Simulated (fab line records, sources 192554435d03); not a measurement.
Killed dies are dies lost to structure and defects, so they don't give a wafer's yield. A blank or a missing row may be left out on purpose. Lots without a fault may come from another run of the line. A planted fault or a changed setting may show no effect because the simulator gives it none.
fab line records | flow n5_finfet
record lots=11 wafers=31 last_day=18
route steps=1938 shown SD_EPI_N@287 SD_EPI_P@304 ILD0@343 BEOL_M4@1111 PASSIVATION@1936
lots that met no fault: from a run of the same line without faults
start_h: hours from the record's first day to the start of the lot's first wafer shown | wait_h: hours since the lot's step before | " the same as in the row above | L1.1+2: a row that stands for several wafers | - no value, or no start given | * or withheld: withheld | < > ~ a bound
route shown NAME@n: a module of which the file shows steps, and the number in the route of the first | usual: mean/standard deviation of fault-free wafers | same: alike in all rows | chamber/n: place in a boat | sites: the reading at each site | _std_site: their standard deviation | _edge_site: outer sites' mean less inner sites' | radius_mm: how far each site lies from the wafer's centre | mask NAME#n: copy n | behind: the tool/chamber that last shaped the wafer | hold: why the lot was held/for how many hours/how that ended | device: the transistor (n, p or np) that didn't switch | end of line: the same wafers' tests at the end of the route | a step without rows: its recipe alone | killed: dies lost to structure and defects at the first sort, not the wafer's yield | map: a wafer's dies, x killed, . not, _ none there
set.NAME: the setting as run; set.NAME@STEP: as run at that earlier step | model.NAME: the simulator's own value behind a step, which no gauge read
steps of the route over a sample of lots; a table a step, a row a wafer
services: from which hour (start_h, from the record's first day; less than 0 if before it) a tool's chamber was out of use, for how many hours, and why
## steps
# step N5_SD_EPI_N_VAPOR_ETCH_50
# recipe chemistry=HCl target=Si temp_c=775 time_s=54 pressure_torr=20 mode=isotropic
# usual susceptor_temp_C=774.9/0.34 throttle_valve_pct=12.29/0.29
# columns lot.wafer tool chamber start_h wait_h susceptor_temp_C throttle_valve_pct
L786.2 epi_rpcvd-03 0 50.91 0.3 775.0 12.37
L786.3 " 0 " " 775.0 12.29
L786.4 " 0 " " 775.0 12.65
L789.1 epi_rpcvd-03 0 67.33 0.3 775.1 12.34
L789.2 " 0 " " 775.2 12.25
L789.3 " 0 " " 774.7 12.25
L790.3 epi_rpcvd-03 0 78.22 0.2 775.3 12.16
L790.5 " 0 " " 774.7 12.64
L790.6 " 0 " " 774.9 12.49
L796.3 epi_rpcvd-03 0 115.04 0.2 775.1 12.38
L796.6 " 0 " " 775.5 12.20
L798.1 epi_rpcvd-02 0 125.21 0.3 775.2 11.59
L798.3 " 0 " " 775.5 11.58
L798.4 " 0 " " 774.6 11.49
L799.2 epi_rpcvd-01 0 128.99 0.3 774.7 12.31
L799.3 " 0 " " 774.8 12.36
L800.2 epi_rpcvd-01 0 135.74 0.3 775.5 12.37
L800.5 " 0 " " 775.5 12.51
L800.6 " 0 " " 774.8 12.27
L801.2 epi_rpcvd-01 0 141.63 0.3 775.0 12.63
L801.3 " 0 " " 775.2 12.44
L801.6 " 0 " " 775.1 12.47
L802.1 epi_rpcvd-01 0 147.09 0.3 775.6 12.52
L802.2 " 0 " " 775.2 12.33
L802.3 " 0 " " 775.0 12.08
L807.2 epi_rpcvd-01 0 176.67 0.3 775.4 12.61
L807.3 " 0 " " 775.4 12.41
L807.5 " 0 " " 775.6 12.46
L808.2 epi_rpcvd-02 0 184.52 0.3 774.8 11.69
L808.4 " 0 " " 774.3 11.92
L808.6 " 0 " " 774.2 11.75
# step N5_SD_EPI_P_OVL_MEAS_10
# recipe points_per_wafer=44
# usual SD_P_BLK_OVL=0.0/0.68
# columns lot.wafer tool chamber start_h wait_h SD_P_BLK_OVL[nm]
L786.2 overlay-02 0 53.63 0.0 -0.5
L786.3 " 0 " " -0.6
L786.4 " 0 " " -0.7
L789.1 overlay-02 0 70.10 0.0 0.3
L789.2 " 0 " " 1.1
L789.3 " 0 " " 1.0
L790.3 overlay-01 0 81.29 0.0 0.2
L790.5 " 0 " " 0.4
L790.6 " 0 " " 1.0
L796.3 overlay-02 0 117.73 0.0 0.4
L796.6 " 0 " " -0.2
L798.1 overlay-01 0 128.09 0.0 0.8
L798.3 " 0 " " 0.3
L798.4 " 0 " " 0.8
L799.2 overlay-02 0 131.97 0.0 -0.3
L799.3 " 0 " " -0.1
L800.2 overlay-01 0 138.62 0.0 -0.3
L800.5 " 0 " " 0.9
L800.6 " 0 " " -1.0
L801.2 overlay-02 0 144.53 0.0 0.6
L801.3 " 0 " " 0.3
L801.6 " 0 " " 0.1
L802.1 overlay-02 0 149.90 0.0 -1.5
L802.2 " 0 " " -1.9
L802.3 " 0 " " -1.8
L807.2 overlay-01 0 180.08 0.0 0.4
L807.3 " 0 " " -0.3
L807.5 " 0 " " -0.5
L808.2 overlay-02 0 187.83 0.0 -0.3
L808.4 " 0 " " -0.3
L808.6 " 0 " " 0.6
# step N5_SD_EPI_P_EPI_21
# recipe material=SiGe:B dopant=B temp_c=550 pressure_torr=20 ambient=H2 time_s=355
# usual susceptor_temp_C=550.04/0.27
# columns lot.wafer tool chamber start_h wait_h susceptor_temp_C
L786.2 epi_rpcvd-04 0 55.42 0.5 549.89
L786.3 " 0 " " 549.76
L786.4 " 0 " " 549.97
L789.1 epi_rpcvd-02 0 71.66 0.2 549.82
L789.2 " 0 " " 550.02
L789.3 " 0 " " 549.70
L790.3 epi_rpcvd-01 0 83.78 1.1 549.93
L790.5 " 0 " " 549.62
L790.6 " 0 " " 549.85
L796.3 epi_rpcvd-02 0 119.86 0.8 550.61
L796.6 " 0 120.94 1.8 550.61
L798.1 epi_rpcvd-04 0 129.64 0.2 549.82
L798.3 " 0 " " 550.31
L798.4 " 0 " " 550.00
L799.2 epi_rpcvd-02 0 134.24 0.6 550.43
L799.3 " 0 " " 550.33
L800.2 epi_rpcvd-02 0 140.62 0.5 549.05
L800.5 " 0 141.70 1.5 549.21
L800.6 " 0 " " 549.05
L801.2 epi_rpcvd-02 0 146.32 0.5 549.41
L801.3 " 0 " " 549.39
L801.6 " 0 147.76 1.8 549.19
L802.1 epi_rpcvd-02 0 151.40 0.1 548.66
L802.2 " 0 " " 548.67
L802.3 " 0 " " 548.65
L807.2 epi_rpcvd-01 0 181.98 0.5 550.02
L807.3 " 0 " " 550.28
L807.5 " 0 " " 549.77
L808.2 epi_rpcvd-01 0 189.59 0.5 550.26
L808.4 " 0 " " 550.00
L808.6 " 0 " " 549.83
# step N5_ILD0_ALD_15
# recipe material=SiNx target_thk_a=240 temp_c=400 ald_precursor_family=SiH2I2 ald_co_reactant=N2/H2-plasma pulse_time_s=1 ald_cycles=480 purge_time_s=2 co_reactant_purge_time_s=2 pressure_torr=2
# usual heater_power_w=825/82 precursor_pulse_height_rel=1.003/0.021 susceptor_temp_C=400.01/0.23
# columns lot.wafer tool chamber start_h wait_h heater_power_w precursor_pulse_height_rel susceptor_temp_C
L786.2 ald_sin-01 0 62.12 0.5 873 0.990 400.42
L786.3 " 1 " " 763 1.035 400.29
L786.4 " 2 " " 848 0.991 400.20
L789.1 ald_sin-01 0 79.49 0.6 871 1.034 400.27
L789.2 " 1 " " 734 0.996 400.13
L789.3 " 2 " " 855 1.006 399.68
L790.3 ald_sin-02 0 90.66 0.4 708 1.005 399.91
L790.5 " 3 91.75 1.3 803 1.004 400.07
L790.6 " 2 " " 841 0.999 400.06
L796.3 ald_sin-04 3 126.01 0.4 931 0.973 399.95
L796.6 " 3 127.10 1.1 928 0.997 400.16
L798.1 ald_sin-04 0 137.45 0.7 682 1.030 400.06
L798.3 " 1 " " 906 1.007 400.23
L798.4 " 2 " " 838 1.034 400.32
L799.2 ald_sin-04 3 141.36 0.5 910 0.998 399.94
L799.3 " 2 " " 861 1.038 399.88
L800.2 ald_sin-02 0 147.28 0.5 692 1.037 399.82
L800.5 " 0 148.36 1.2 697 1.048 399.79
L800.6 " 3 " " 789 1.026 399.79
L801.2 ald_sin-01 0 152.96 0.5 879 1.005 400.07
L801.3 " 3 " " 957 1.029 399.57
L801.6 " 3 154.04 1.1 924 0.995 399.49
L802.1 ald_sin-04 2 158.75 0.9 872 0.985 399.77
L802.2 " 0 " " 666 0.953 400.15
L802.3 " 1 " " 895 0.992 399.94
L807.2 ald_sin-02 0 189.93 0.6 694 1.003 400.15
L807.3 " 1 " " 841 0.961 400.25
L807.5 " 0 191.02 1.4 712 1.019 400.15
L808.2 ald_sin-02 3 196.45 0.5 797 0.980 400.13
L808.4 " 1 " " 833 0.993 400.10
L808.6 " 3 197.54 1.1 819 1.005 400.12
# step N5_BEOL_M4_RC_MEAS_101
# usual DIBL_N=36.0/1.6 DIBL_P=36.1/2 IOFF_N=0.160/0.029 IOFF_P=0.21/0.039 ION_N=675/13 ION_P=464/8.8 SS_N=71.5/0.58 SS_P=73.3/0.65 VT_N=250/3.3 VT_P=-249/3.6
# columns lot.wafer tool chamber start_h wait_h DIBL_N[mV/V] DIBL_P[mV/V] IOFF_N[nA/um] IOFF_P[nA/um] ION_N[uA/um] ION_P[uA/um] SS_N[mV/dec] SS_P[mV/dec] VT_N[mV] VT_P[mV]
L786.2 prober-02 0 164.07 0.2 37.4 36.9 0.164 0.21 676 456 72.0 73.4 247 -252
L786.3 " 0 " " 35.6 34.9 0.128 0.19 659 454 71.5 73.0 251 -253
L786.4 " 0 " " 36.4 33.6 0.141 0.17 662 449 71.6 72.7 254 -255
L789.1 prober-02 0 186.81 0.0 34.2 34.1 0.121 0.15 653 451 71.7 72.7 254 -259
L789.2 " 0 " " 36.3 36.7 0.150 0.18 673 456 72.6 74.0 252 -255
L789.3 " 0 " " 33.9 33.6 0.110 0.14 649 448 71.4 72.3 255 -259
L790.3 prober-02 0 191.35 0.3 33.7 35.3 0.146 0.19 678 463 71.2 73.1 250 -252
L790.5 " 0 " " 32.2 33.5 0.118 0.17 675 466 70.8 72.7 253 -250
L790.6 " 0 " " 35.7 37.8 0.175 0.23 678 463 70.7 73.7 247 -249
L796.3 prober-02 0 234.71 0.3 36.3 36.7 0.166 0.23 679 463 72.5 72.7 248 -246
L796.6 " 0 " " 37.7 38.8 0.180 0.26 672 458 72.1 73.5 248 -247
L798.1 prober-02 0 238.06 0.0 35.3 34.1 0.138 0.19 681 470 70.5 73.3 251 -252
L798.3 " 0 " " 35.9 35.1 0.154 0.20 678 472 70.8 72.9 250 -251
L798.4 " 0 " " 36.4 35.6 0.165 0.21 694 474 72.1 73.4 247 -250
L799.2 prober-01 0 238.45 0.2 35.6 34.9 0.155 0.22 652 457 71.7 72.7 250 -248
L799.3 " 0 " " 36.5 37.6 0.178 0.27 689 474 71.2 74.2 247 -246
L800.2 prober-02 0 244.19 0.2 34.7 34.3 0.134 0.20 668 466 71.9 72.6 251 -248
L800.5 " 0 " " 35.0 33.6 0.135 0.18 665 454 71.2 72.5 252 -253
L800.6 " 0 " " 34.6 34.2 0.135 0.20 664 461 70.7 72.9 251 -251
L801.2 prober-01 0 265.02 0.2 37.8 37.5 0.193 0.19 694 461 71.6 74.1 245 -252
L801.3 " 0 " " 36.3 35.8 0.152 0.18 681 459 71.6 74.1 251 -253
L801.6 " 0 " " 36.0 34.9 0.136 0.16 657 441 71.0 72.7 253 -254
L802.1 prober-02 0 267.89 0.0 34.5 34.9 0.138 0.19 657 452 71.2 72.6 252 -251
L802.2 " 0 " " 35.9 37.2 0.166 0.24 673 465 71.7 73.0 249 -247
L802.3 " 0 " " 35.9 36.9 0.171 0.22 682 467 71.7 73.5 246 -250
L807.2 prober-02 0 294.61 0.2 31.8 33.0 0.115 0.18 667 461 70.8 72.4 256 -250
L807.3 " 0 " " 32.8 34.9 0.123 0.21 663 468 71.1 73.2 254 -246
L807.5 " 0 " " 35.6 37.3 0.171 0.24 681 471 71.3 73.8 249 -247
L808.2 prober-02 0 303.43 0.2 34.6 33.6 0.128 0.19 664 462 70.7 72.0 253 -247
L808.4 " 0 " " 35.0 35.3 0.139 0.21 657 458 71.5 72.9 253 -251
L808.6 " 0 " " 37.1 37.7 0.180 0.25 682 465 71.9 74.1 247 -247
# step N5_PASSIVATION_PROBE_49
# usual defect_limited_yield=91.0/1.3 killed_at_M0_to_M3=36/9.5 killed_at_M4_up=14/5.6 killed_at_contacts=12/6.4 killed_at_front_end=40/10 killed_at_other=3.2/3 killed_dies=107/15 killed_on_rim=15/4.5 killed_open=69/12 killed_short=35/7.7 sort_bin_5_function=5.3/0.91 sort_bin_6_memory=3.3/0.65 sort_bin_8_speed=0.00/0.012 sort_n_pass=1073/15 sort_yield_pct=91.0/1.3
# same gross_dies=1180 killed_at_back_side=0 sort_bin_4_leakage[%]=0
# columns lot.wafer tool chamber start_h wait_h defect_limited_yield[%] killed_at_M0_to_M3 killed_at_M4_up killed_at_contacts killed_at_front_end killed_at_other killed_dies killed_on_rim killed_open killed_short sort_bin_5_function[%] sort_bin_6_memory[%] sort_bin_8_speed[%] sort_n_pass sort_yield_pct[%]
L799.2 prober-02 - 354.66 0.1 88.4 58 13 23 40 3 137 22 92 39 6.3 4.7 0 1043 88.4
L799.3 prober-02 - 354.71 0.1 91.4 35 12 13 41 1 102 16 62 33 5.3 2.5 0 1078 91.4
L800.2 prober-02 - 358.21 0.1 89.3 44 14 12 54 2 126 16 79 44 6.3 3.9 0 1054 89.3
L800.5 prober-02 - 358.36 0.2 89.7 62 9 6 38 6 121 13 70 50 5.7 4.4 0 1059 89.7
L800.6 prober-02 - 358.41 0.3 88.3 40 32 15 51 0 138 24 101 35 7.1 4.4 0 1042 88.3
L802.1 prober-01 - 381.91 0.0 91.9 32 15 15 30 3 95 7 57 36 4.3 3.1 0 1085 91.9
L802.2 prober-01 - 381.96 0.1 88.6 51 16 14 50 3 134 18 95 37 6.9 4.2 0 1046 88.6
L802.3 prober-01 - 382.01 0.1 90.1 54 12 21 25 5 117 13 87 28 5.6 4.2 0 1063 90.1
L808.2 prober-01 - 421.63 0.1 89.7 56 12 15 38 0 121 17 83 35 5.7 4.2 0 1059 89.7
L808.4 prober-01 - 421.73 0.2 90.4 44 6 16 46 1 113 16 67 37 4.9 4.1 0 1067 90.4
L808.6 prober-01 - 421.83 0.3 91.4 31 6 13 52 0 102 14 64 32 5.2 2.9 0 1078 91.4
# killed by level:class
L799.2 MOL_CONTACT_COAG:geometric_particle:open=20 BEOL_M0_SAQP:geometric_particle:open=17 BEOL_M0_SAQP:geometric_particle:short=13 BEOL_M3:geometric_particle:open=12 STI_FIN_REVEAL:geometric_particle:open=10 STI_FIN_REVEAL:geometric_particle:short=7 BEOL_M4:geometric_particle:open=7 BEOL_M2:geometric_particle:open=6
L799.3 STI_FIN_REVEAL:geometric_particle:open=13 MOL_CONTACT_COAG:geometric_particle:open=11 BEOL_M0_SAQP:geometric_particle:short=10 GATE_CUT:geometric_particle:short=6 BEOL_M4:geometric_particle:open=6 BEOL_M0_SAQP:geometric_particle:open=5 BEOL_M1:geometric_particle:open=5 HKMG_FIN:area_etch=5
L800.2 BEOL_M2:geometric_particle:open=13 FIN_SAQP:geometric_particle:open=12 STI_FIN_REVEAL:geometric_particle:open=11 MOL_CONTACT_COAG:geometric_particle:open=11 FIN_SAQP:geometric_particle:short=10 BEOL_M0_SAQP:geometric_particle:short=10 BEOL_M0_SAQP:geometric_particle:open=10 BEOL_M4:geometric_particle:open=10
L800.5 BEOL_M2:geometric_particle:open=15 FIN_SAQP:geometric_particle:short=14 BEOL_M0_SAQP:geometric_particle:short=13 BEOL_M1:geometric_particle:open=10 BEOL_M0_SAQP:geometric_particle:open=7 MOL_CONTACT_COAG:geometric_particle:open=6 DUMMY_GATE:geometric_particle:open=5 BEOL_M1:geometric_particle:short=5
L800.6 BEOL_M4:geometric_particle:open=17 FIN_SAQP:geometric_particle:open=13 FIN_SAQP:geometric_particle:short=13 BEOL_M2:geometric_particle:open=12 STI_FIN_REVEAL:geometric_particle:open=11 MOL_CONTACT_COAG:geometric_particle:open=10 BEOL_M1:geometric_particle:open=10 BEOL_M3:geometric_particle:open=6
L802.1 MOL_CONTACT_COAG:geometric_particle:open=10 FIN_SAQP:geometric_particle:open=8 BEOL_M3:geometric_particle:open=8 BEOL_M0_SAQP:geometric_particle:open=6 FIN_SAQP:geometric_particle:short=5 SPACER0:geometric_particle:short=5 MOL_CONTACT_COAG:geometric_particle:short=5 BEOL_M2:geometric_particle:short=4
L802.2 STI_FIN_REVEAL:geometric_particle:open=11 BEOL_M1:geometric_particle:open=10 FIN_SAQP:geometric_particle:open=9 BEOL_M2:geometric_particle:open=9 BEOL_M0_SAQP:geometric_particle:open=9 MOL_CONTACT_COAG:geometric_particle:open=8 BEOL_M0:geometric_particle:open=7 GATE_CUT:geometric_particle:short=6
L802.3 MOL_CONTACT_COAG:geometric_particle:open=20 BEOL_M1:geometric_particle:open=13 BEOL_M0_SAQP:geometric_particle:open=12 BEOL_M2:geometric_particle:open=10 BEOL_M0_SAQP:geometric_particle:short=9 BEOL_M5:geometric_particle:open=4 FIN_SAQP:geometric_particle:open=3 DUMMY_GATE:geometric_particle:open=3
L808.2 BEOL_M0_SAQP:geometric_particle:open=17 MOL_CONTACT_COAG:geometric_particle:open=14 BEOL_M0_SAQP:geometric_particle:short=12 BEOL_M2:geometric_particle:open=10 DUMMY_GATE:geometric_particle:open=7 BEOL_M5:geometric_particle:open=7 FIN_SAQP:geometric_particle:open=6 GATE_CUT:geometric_particle:short=6
L808.4 STI_FIN_REVEAL:geometric_particle:open=15 MOL_CONTACT_COAG:geometric_particle:open=11 BEOL_M0_SAQP:geometric_particle:short=8 BEOL_M2:geometric_particle:open=7 BEOL_M0_SAQP:geometric_particle:open=7 HKMG_FIN:area_etch=7 FIN_SAQP:geometric_particle:short=6 BEOL_M1:geometric_particle:open=6
L808.6 MOL_CONTACT_COAG:geometric_particle:open=12 FIN_SAQP:geometric_particle:open=10 DUMMY_GATE:geometric_particle:open=9 BEOL_M0_SAQP:geometric_particle:short=8 FIN_SAQP:geometric_particle:short=7 BEOL_M0_SAQP:geometric_particle:open=7 BEOL_M0:geometric_particle:open=6 HKMG_FIN:area_etch=5
## services
# columns tool chamber start_h hours kind
ald_sin-02 3 36.99 8.6 repair
ald_sin-01 1 47.80 2.6 repair
ald_sin-01 0 48.63 11.0 repair
epi_rpcvd-04 - 74.19 6.0 pm
ald_sin-01 - 95.73 5.5 repair
epi_rpcvd-03 - 128.24 2.8 pm
ald_sin-01 - 176.75 14.0 pm
ald_sin-01 0 176.75 14.0 vent_cycle
ald_sin-01 1 176.75 14.0 vent_cycle
ald_sin-01 2 176.75 14.0 vent_cycle
ald_sin-01 3 176.75 14.0 vent_cycle
ald_sin-01 0 190.75 - clean
ald_sin-01 1 190.75 - clean
ald_sin-01 2 190.75 - clean
ald_sin-01 3 190.75 - clean
ald_sin-01 2 194.30 4.3 repair
## key
first_sign step=N5_SD_EPI_P_EPI_21 reading=susceptor_temp_C direction=down sigmas=3.7 usual=* struck=*
effect none on later readings
met_at N5_SD_EPI_P_EPI_21
struck_lots L800,L801,L802
not_acting_at N5_SD_EPI_N_VAPOR_ETCH_50,N5_SD_EPI_P_OVL_MEAS_10,N5_ILD0_ALD_15
onset_between 134.24 140.62
fault kind=process_parameter_drift tool=epi_rpcvd-02 chamber=- onset_h=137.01 steps=N5_SD_EPI_P_EPI_21 channel=temp_c offset=* shape=step end_h=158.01 acts_in=* stated=*
